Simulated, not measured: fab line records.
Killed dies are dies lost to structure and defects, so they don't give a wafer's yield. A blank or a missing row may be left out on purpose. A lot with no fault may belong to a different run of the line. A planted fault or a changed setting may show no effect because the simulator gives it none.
Which tool did it? | flow nand harc | 14 lots with 42 wafers sampled at 5 steps, on a route of 1159 steps

## WHAT THE GAUGES READ, wafer by wafer
NHARC_A_BONDPAD_CD_MEAS_13. Usual: cd nm at 500.0 nm, with a standard deviation of 2.8.
lot  | measured     | on        | cd nm (nm)        | flag
L818 | day 18 06:55 | cd sem-03 | 498.1 497.2 498.7 |
L817 | day 18 07:29 | cd sem-03 | 497.1 492.2 496.7 |
L819 | day 18 09:45 | cd sem-02 | 498.2 495.4 498.7 |
L820 | day 18 15:32 | cd sem-02 | 502.6 504.5 504.9 |
L824 | day 19 12:50 | cd sem-02 | 500.2 498.7 498.1 |
L826 | day 20 06:54 | cd sem-02 | 502.2 500.6 496.9 |
L825 | day 20 12:29 | cd sem-03 | 497.9 500.5 498.8 |
L822 | day 20 16:13 | cd sem-01 | 500.5 503.2 503.8 |
L829 | day 21 02:27 | cd sem-02 | 504.2 500.8 504.1 |
L828 | day 21 02:07 | cd sem-03 | 496.1 502.0 500.7 |
L827 | day 22 01:35 | cd sem-01 | 505.5 504.3 503.0 |
L830 | day 22 00:55 | cd sem-01 | 500.9 497.5 499.1 |
L834 | day 22 19:44 | cd sem-02 | 499.0             |

NHARC_THIN_TSV_THK_MEAS_02: measures by ir. Usual: thk nm at 2961 nm, with a standard deviation of 200.
lot  | measured     | on            | thk nm (nm)    | flag
L818 | day 18 19:51 | film metro-01 | 2909 3043 2972 |
L817 | day 19 02:41 | film metro-02 | 2722 2878 2647 |
L819 | day 19 01:29 | film metro-01 | 2883 2932 3093 |
L820 | day 19 09:29 | film metro-01 | 2936 3066 2920 |
L824 | day 20 03:32 | film metro-01 | 3143 3070 3141 |
L826 | day 20 20:33 | film metro-01 | 3298 3478 2903 |
L825 | day 21 09:19 | film metro-01 | 3024 2755 2613 |
L822 | day 21 08:07 | film metro-01 | 2900 3033 2845 |
L829 | day 21 17:36 | film metro-01 | 2991 2780 3189 |
L828 | day 21 16:25 | film metro-02 | 2950 2886 3143 |
L827 | day 22 15:46 | film metro-01 | 2962 3013 3030 |
L830 | day 22 14:34 | film metro-01 | 3114 3217 3180 |
L834 | day 23 11:13 | film metro-01 | 3167           |

NHARC_END_SORT_01. Usual: killed at array 28, standard deviation 10; killed at other 0.6, standard deviation 1.1; killed at periphery 3.6, standard deviation 2.6; killed dies 32, standard deviation 10; killed open 3.3, standard deviation 1.8; killed short 1.9, standard deviation 1.4.
lot  | measured     | on        | killed at array | killed at other | killed at periphery | killed dies | killed open | killed short | flag
L832 | day 23 19:49 | prober-02 | 507 486 460     | 0 0 0           | 3 5 6               | 510 491 466 | 5 3 3       | 1 1 4        | OFF
L834 | day 24 05:13 | prober-02 | 506 21 492      | 0 0 0           | 6 5 0               | 512 26 492  | 5 2 0       | 1 2 0        | OFF

## TOOL THAT RAN EACH LOT (tool first, then ch and the chambers of the sampled wafers, then the start)
lot  | NHARC_A_CONTACT_DEP_29          | NHARC_A_BONDPAD_STRIP_15
L818 | pecvd-03 ch 0,1,2, day 16 15:42 | rie diel-09 ch 2,3, day 18 07:01
L817 | pecvd-03 ch 0,2, day 16 20:32   | rie diel-09 ch 0,1,3, day 18 07:35
L819 | pecvd-02 ch 0,1, day 16 21:37   | rie diel-09 ch 0,2,3, day 18 09:50
L820 | pecvd-03 ch 0,1, day 17 01:55   | rie diel-09 ch 1,2,3, day 18 15:39
L824 | pecvd-02 ch 0,1,2, day 18 00:50 | rie diel-09 ch 0,2,3, day 19 12:57
L826 | pecvd-04 ch 0,1,2, day 18 11:08 | rie diel-09 ch 0,1,3, day 20 06:59
L825 | pecvd-02 ch 0,1, day 18 14:04   | rie diel-09 ch 2,3, day 20 12:34
L822 | pecvd-02 ch 0,1, day 18 17:17   | rie diel-09 ch 2,3, day 20 16:18
L829 | pecvd-02 ch 0,2, day 19 13:36   | rie diel-04 ch 0,2,3, day 21 02:32
L828 | pecvd-02 ch 1,2, day 19 13:46   | rie diel-09 ch 0,2, day 21 02:13
L827 | pecvd-03 ch 0,1,2, day 19 22:41 | rie diel-04 ch 0,1,3, day 22 01:40
L830 | pecvd-02 ch 1,2, day 20 01:57   | rie diel-09 ch 1,2,3, day 22 01:01
L832 | pecvd-02 ch 0,2, day 20 07:16   | -
L834 | pecvd-02 ch 0,1, day 20 15:09   | rie diel-09 ch 1, day 22 19:47
- NHARC_A_CONTACT_DEP_29: deposits SiON, target thk 70 nm.
- NHARC_A_BONDPAD_STRIP_15: strips in O2.

## WHAT THE TOOLS THEMSELVES READ (means of the sampled wafers that have a number; where no wafer has one, the mark that the record gives instead)
NHARC_A_CONTACT_DEP_29. Usual: heater power w at 788 W, with a standard deviation of 120.
lot  | tool     | heater power w (W) | flag
L818 | pecvd-03 | 705                |
L817 | pecvd-03 | 777                |
L819 | pecvd-02 | 747                |
L820 | pecvd-03 | 748                |
L824 | pecvd-02 | 816                |
L826 | pecvd-04 | 826                |
L825 | pecvd-02 | 845                |
L822 | pecvd-02 | 750                |
L829 | pecvd-02 | 716                |
L828 | pecvd-02 | 873                |
L827 | pecvd-03 | 709                |
L830 | pecvd-02 | 865                |
L832 | pecvd-02 | 676                |
L834 | pecvd-02 | 738                |

NHARC_A_BONDPAD_STRIP_15. Usual: drypump motor current A 5.7 A, standard deviation 0.39; oes product au 1.011 a.u., standard deviation 0.015; rf vpp V 57.5 V, standard deviation 0.81; showerhead plenum p Torr 3.40 Torr, standard deviation 0.099; throttle valve pct 17.037 %, standard deviation 0.0091.
lot  | tool        | drypump motor current A (A) | oes product au (a.u.) | rf vpp V (V) | showerhead plenum p Torr (Torr) | throttle valve pct (%) | flag
L818 | rie diel-09 | 5.7                         | 1.014                 | 57.5         | 3.40                            | 17.033                 |
L817 | rie diel-09 | 5.8                         | 1.000                 | 57.5         | 3.38                            | 17.045                 |
L819 | rie diel-09 | 5.5                         | 1.001                 | 57.8         | 3.39                            | 17.049                 |
L820 | rie diel-09 | 5.9                         | 1.030                 | 58.2         | 3.36                            | 17.031                 |
L824 | rie diel-09 | 5.5                         | 1.010                 | 57.8         | 3.39                            | 17.029                 |
L826 | rie diel-09 | 5.8                         | 1.017                 | 56.9         | 3.38                            | 17.039                 |
L825 | rie diel-09 | 5.7                         | 1.019                 | 57.5         | 3.40                            | 17.037                 |
L822 | rie diel-09 | 5.6                         | 1.015                 | 57.4         | 3.37                            | 17.044                 |
L829 | rie diel-04 | 5.7                         | 1.016                 | 58.4         | 3.59                            | 17.034                 |
L828 | rie diel-09 | 5.4                         | 1.005                 | 57.9         | 3.35                            | 17.029                 |
L827 | rie diel-04 | 5.5                         | 0.995                 | 57.4         | 3.55                            | 17.043                 |
L830 | rie diel-09 | 5.9                         | 1.007                 | 56.9         | 3.35                            | 17.037                 |
L834 | rie diel-09 | 6.4                         | 1.029                 | 58.3         | 3.30                            | 17.031                 |

## THE ANSWER, worked out from the rows above alone
Rule: take the mean of a lot's wafers that have a number; if it is more than 3 standard deviations from the usual mean, the lot is off. Also off: a lot with no number at a reading for which 4 or more lots have one. The other lots that the step has rows for count as sound. After the gauges, taken in route order, come the tools' own readings; for these a lot's mean is taken, as printed above. The first step at which some lot is off is used, and at that step the reading that is off furthest; a lot without a number counts as furthest.
Off, at NHARC_END_SORT_01 on killed dies: L832, L834. Neither off nor sound, because the step has no rows for them: L818, L817, L819, L820, L824, L826, L825, L822, L829, L828, L827, L830.
A tool fits if, at a process step before that reading, it ran every lot that is off, and no sound lot after the first of them. Those tools and the gauges at NHARC_END_SORT_01 are tried in the same way. Undecided on this evidence; 2 tools fit (pecvd-02 at NHARC_A_CONTACT_DEP_29, prober-02 at NHARC_END_SORT_01).

## WHAT THE SIMULATOR HAD INSERTED
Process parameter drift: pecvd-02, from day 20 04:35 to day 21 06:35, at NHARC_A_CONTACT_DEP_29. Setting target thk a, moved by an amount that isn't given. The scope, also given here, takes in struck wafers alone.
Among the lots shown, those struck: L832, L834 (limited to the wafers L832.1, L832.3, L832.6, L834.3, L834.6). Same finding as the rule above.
